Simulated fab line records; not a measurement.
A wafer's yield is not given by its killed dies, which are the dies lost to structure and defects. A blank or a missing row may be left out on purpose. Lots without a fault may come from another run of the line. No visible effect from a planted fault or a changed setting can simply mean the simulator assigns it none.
Which of the tools did it? / flow n5Finfet / 8 lots, 24 wafers sampled, at 3 steps of a route of 1938

== WHAT THE GAUGES READ, wafer by wafer ==
N5_BEOL_M6_CD_MEAS_28 targets a cd of 40 nm.
lot=L989; measured=day 8 11:43; on=cdSem-03; cdNm (nm)=39.85 39.89 39.62
lot=L990; measured=day 8 22:13; on=cdSem-02; cdNm (nm)=39.85 39.35 39.64
lot=L991; measured=day 8 22:10; on=cdSem-03; cdNm (nm)=40.01 40.07 39.60
lot=L992; measured=day 9 14:12; on=cdSem-03; cdNm (nm)=40.03 39.82 39.75
lot=L994; measured=day 9 20:47; on=cdSem-02; cdNm (nm)=39.93 39.88 40.22
lot=L999; measured=day 11 15:29; on=cdSem-03; cdNm (nm)=40.78 40.75 40.68
lot=L103; measured=day 12 18:56; on=cdSem-03; cdNm (nm)=40.19 39.94 39.78
lot=L111; measured=day 15 00:49; on=cdSem-01; cdNm (nm)=40.02 39.66 40.21

== EACH LOT AND THE TOOL THAT RAN IT (in order: tool; ch and the chambers of the sampled wafers; start) ==
lot=L989; N5_BEOL_M6_STRIP_67=rieDiel-01 ch 1,2, day 8 10:28; N5_BEOL_M6_EXPOSE_25=euvScanner-02 ch 0, day 8 11:35
lot=L990; N5_BEOL_M6_STRIP_67=rieDiel-02 ch 0,2,3, day 8 20:22; N5_BEOL_M6_EXPOSE_25=euvScanner-01 ch 0, day 8 22:05
lot=L991; N5_BEOL_M6_STRIP_67=rieDiel-02 ch 0,1, day 8 20:58; N5_BEOL_M6_EXPOSE_25=euvScanner-01 ch 0, day 8 22:02
lot=L992; N5_BEOL_M6_STRIP_67=rieDiel-01 ch 1,2,3, day 9 10:05; N5_BEOL_M6_EXPOSE_25=euvScanner-02 ch 0, day 9 14:04
lot=L994; N5_BEOL_M6_STRIP_67=rieDiel-01 ch 0,2, day 9 17:59; N5_BEOL_M6_EXPOSE_25=euvScanner-01 ch 0, day 9 20:40
lot=L999; N5_BEOL_M6_STRIP_67=rieDiel-01 ch 0,2, day 11 14:47; N5_BEOL_M6_EXPOSE_25=euvScanner-02 ch 0, day 11 15:20
lot=L103; N5_BEOL_M6_STRIP_67=rieDiel-01 ch 0,1, day 12 17:41; N5_BEOL_M6_EXPOSE_25=euvScanner-01 ch 0, day 12 18:48
lot=L111; N5_BEOL_M6_STRIP_67=rieDiel-06 ch 0,3, day 14 23:43; N5_BEOL_M6_EXPOSE_25=euvScanner-01 ch 0, day 15 00:41
- N5_BEOL_M6_STRIP_67: strips in CF4.
- N5_BEOL_M6_EXPOSE_25: exposes mask V5, target cd 40 nm.

== AS READ BY THE TOOLS THEMSELVES (means over the sampled wafers that have a number; for cases with no such wafer, the mark the record gives instead) ==
N5_BEOL_M6_STRIP_67.
lot=L989; tool=rieDiel-01; drypumpMotorCurrentA (A)=5.7; oesProductAu (a.u.)=0.80; rfVppV (V)=269.8; showerheadPlenumPTorr (Torr)=1.76; throttleValvePct (%)=13.45
lot=L990; tool=rieDiel-02; drypumpMotorCurrentA (A)=5.6; oesProductAu (a.u.)=0.77; rfVppV (V)=271.4; showerheadPlenumPTorr (Torr)=1.81; throttleValvePct (%)=13.38
lot=L991; tool=rieDiel-02; drypumpMotorCurrentA (A)=5.8; oesProductAu (a.u.)=0.83; rfVppV (V)=271.0; showerheadPlenumPTorr (Torr)=1.79; throttleValvePct (%)=13.32
lot=L992; tool=rieDiel-01; drypumpMotorCurrentA (A)=5.9; oesProductAu (a.u.)=0.82; rfVppV (V)=270.4; showerheadPlenumPTorr (Torr)=1.76; throttleValvePct (%)=13.48
lot=L994; tool=rieDiel-01; drypumpMotorCurrentA (A)=5.5; oesProductAu (a.u.)=0.88; rfVppV (V)=269.3; showerheadPlenumPTorr (Torr)=1.75; throttleValvePct (%)=13.22
lot=L999; tool=rieDiel-01; drypumpMotorCurrentA (A)=5.6; oesProductAu (a.u.)=0.85; rfVppV (V)=269.5; showerheadPlenumPTorr (Torr)=1.74; throttleValvePct (%)=13.25
lot=L103; tool=rieDiel-01; drypumpMotorCurrentA (A)=5.3; oesProductAu (a.u.)=0.90; rfVppV (V)=270.9; showerheadPlenumPTorr (Torr)=1.76; throttleValvePct (%)=13.45
lot=L111; tool=rieDiel-06; drypumpMotorCurrentA (A)=5.6; oesProductAu (a.u.)=0.82; rfVppV (V)=272.7; showerheadPlenumPTorr (Torr)=1.88; throttleValvePct (%)=13.42

N5_BEOL_M6_EXPOSE_25.
lot=L989; tool=euvScanner-02; exposureDoseMJCm2=44.97; focusOffsetNm (nm)=-0.3
lot=L990; tool=euvScanner-01; exposureDoseMJCm2=45.36; focusOffsetNm (nm)=0.1
lot=L991; tool=euvScanner-01; exposureDoseMJCm2=45.45; focusOffsetNm (nm)=-0.5
lot=L992; tool=euvScanner-02; exposureDoseMJCm2=44.98; focusOffsetNm (nm)=0.3
lot=L994; tool=euvScanner-01; exposureDoseMJCm2=45.40; focusOffsetNm (nm)=-0.5
lot=L999; tool=euvScanner-02; exposureDoseMJCm2=46.55; focusOffsetNm (nm)=0.1
lot=L103; tool=euvScanner-01; exposureDoseMJCm2=45.38; focusOffsetNm (nm)=0.5
lot=L111; tool=euvScanner-01; exposureDoseMJCm2=45.40; focusOffsetNm (nm)=-0.2

== THE ANSWER, worked out from the rows above alone ==
Rule: what is usual is taken from the lots themselves. The widest of any qualifying gaps counts: lots, ordered by their means at a reading, are off when they make up no more than a third of the lots, leave a main group of 4 or more, and stand apart from it by 3 or more times the standard deviation of that group's means. A main group is skipped when, at the precision printed for the reading in the tables above, its means are all equal. A lot without any number at a reading at which 4 lots or more have one is off too. All remaining lots with rows at the step are treated as sound. Order of review: gauges by route order, followed by the tools' own readings, for which a lot's mean as printed above is used. The first step at which some lot is off is used, and at that step the reading that is off furthest; a lot without a number counts as furthest.
Off: L999, at N5_BEOL_M6_CD_MEAS_28 (cdNm). Main group: mean 39.87 nm, sd 0.13.
A tool fits if, at a process step before that reading, it ran every lot that is off, and no sound lot after the first of them. Not tried: the gauges at N5_BEOL_M6_CD_MEAS_28; whatever is off there is also off at N5_BEOL_M6_EXPOSE_25, on other tools, and gauge error can't account for it. One candidate fits, namely euvScanner-02 at N5_BEOL_M6_EXPOSE_25. A fault onset in the window from L992 (day 9 14:04, its last sound lot) to L999 (day 11 15:20, its first lot off) fits.
The tool's own readings at N5_BEOL_M6_EXPOSE_25 bear it out: on the lots that are off they differ by more than 5 times the standard deviation of the sound lots' means. exposureDoseMJCm2 reads 46.55 there against 45.28 on the sound lots.

== WHAT HAD BEEN PUT IN BY THE SIMULATOR ==
Process parameters drifting: euvScanner-02 at N5_BEOL_M6_EXPOSE_25, beginning at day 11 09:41. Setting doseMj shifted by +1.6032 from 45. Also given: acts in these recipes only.
Shown lots that were struck: L999. This agrees with what the rule above found.
